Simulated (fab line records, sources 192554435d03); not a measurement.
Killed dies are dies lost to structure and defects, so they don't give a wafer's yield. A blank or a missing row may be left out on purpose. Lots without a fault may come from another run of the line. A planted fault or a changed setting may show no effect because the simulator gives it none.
Which tool did it? | flow n5_finfet | 11 lots, 33 wafers sampled, at 4 steps of a route of 1938

WHAT THE GAUGES READ, wafer by wafer
N5_BEOL_M8_CD_MEAS_11: target cd 38.5 nm.
lot  | measured     | on        | cd_nm (nm)
L951 | day 9 11:25  | cd_sem-03 | 38.3 38.4 39.0
L950 | day 9 19:47  | cd_sem-01 | 38.3 37.9 38.4
L952 | day 10 11:19 | cd_sem-02 | 39.0 38.4 38.4
L953 | day 10 14:11 | cd_sem-01 | 38.7 39.1 39.9
L954 | day 10 20:26 | cd_sem-03 | 38.9 38.7 37.8
L957 | day 11 12:32 | cd_sem-03 | 38.3 38.5 38.7
L959 | day 12 21:12 | cd_sem-01 | 37.9 39.1 38.9
L964 | day 13 11:16 | cd_sem-03 | 39.4 40.0 39.5
L963 | day 13 14:49 | cd_sem-02 | 39.0 38.3 39.4
L966 | day 13 15:02 | cd_sem-01 | 38.3 38.8 39.5
L973 | day 16 00:25 | cd_sem-02 | 38.5 38.7 38.2

WHICH TOOL RAN EACH LOT (tool, then ch and the chambers of the sampled wafers, then the start)
lot  | N5_BEOL_M7_SURFACE_TREAT_79  | N5_BEOL_M7_CMP_52             | N5_BEOL_M8_PECVD_70
L951 | pvd_sputter-02, day 9 08:57  | cmp-04 ch 1,2,3, day 9 09:40  | pecvd-01 ch 0,1,2, day 9 10:47
L950 | pvd_sputter-03, day 9 15:44  | cmp-03 ch 0,3, day 9 16:31    | pecvd-04 ch 0,1, day 9 17:48
L952 | pvd_sputter-01, day 10 07:25 | cmp-04 ch 0,3, day 10 08:24   | pecvd-01 ch 0,1,2, day 10 09:31
L953 | pvd_sputter-01, day 10 08:07 | cmp-04 ch 0,2,3, day 10 10:37 | pecvd-02 ch 0,2, day 10 11:56
L954 | pvd_sputter-01, day 10 15:44 | cmp-01 ch 0,1,3, day 10 16:46 | pecvd-04 ch 0,1,2, day 10 17:52
L957 | pvd_sputter-03, day 11 09:00 | cmp-04 ch 0,1,3, day 11 10:03 | pecvd-01 ch 0,2, day 11 11:02
L959 | pvd_sputter-03, day 12 15:44 | cmp-04 ch 2,3, day 12 16:50   | pecvd-01 ch 0,1,2, day 12 18:26
L964 | pvd_sputter-03, day 13 08:07 | cmp-01 ch 0,3, day 13 09:26   | pecvd-01 ch 0,1,2, day 13 10:32
L963 | pvd_sputter-02, day 13 11:09 | cmp-01 ch 1,2,3, day 13 12:28 | pecvd-01 ch 0,1, day 13 13:35
L966 | pvd_sputter-01, day 13 11:40 | cmp-03 ch 2,3, day 13 13:00   | pecvd-01 ch 0,1,2, day 13 14:04
L973 | pvd_sputter-03, day 15 21:23 | cmp-04 ch 0,1,3, day 15 22:14 | pecvd-04 ch 0,1, day 15 23:31
- N5_BEOL_M7_SURFACE_TREAT_79
- N5_BEOL_M7_CMP_52: polishes, stops on SiCOH lowk, t overpolish 6.9 s, target thk 80 nm.
- N5_BEOL_M8_PECVD_70: deposits SiO2 from TEOS/O2, target thk 20 nm, time 22.7 s.

THE ANSWER, worked out from the rows above alone
Rule: what is usual is taken from the lots themselves. Put in order of their means at a reading, lots are off if they are a third of the lots or fewer, leave a main group of 4 or more, and stand apart from it by a gap of 3 or more times the standard deviation of the main group's means; of several such gaps the widest counts. A main group whose means are all the same, to the digits that the tables above print for the reading, isn't used. A lot without any number at a reading at which 4 lots or more have one is off too. The other lots that the step has rows for count as sound.
No lot is off at any reading shown: from this, nothing can be told.

WHAT THE SIMULATOR HAD PUT IN
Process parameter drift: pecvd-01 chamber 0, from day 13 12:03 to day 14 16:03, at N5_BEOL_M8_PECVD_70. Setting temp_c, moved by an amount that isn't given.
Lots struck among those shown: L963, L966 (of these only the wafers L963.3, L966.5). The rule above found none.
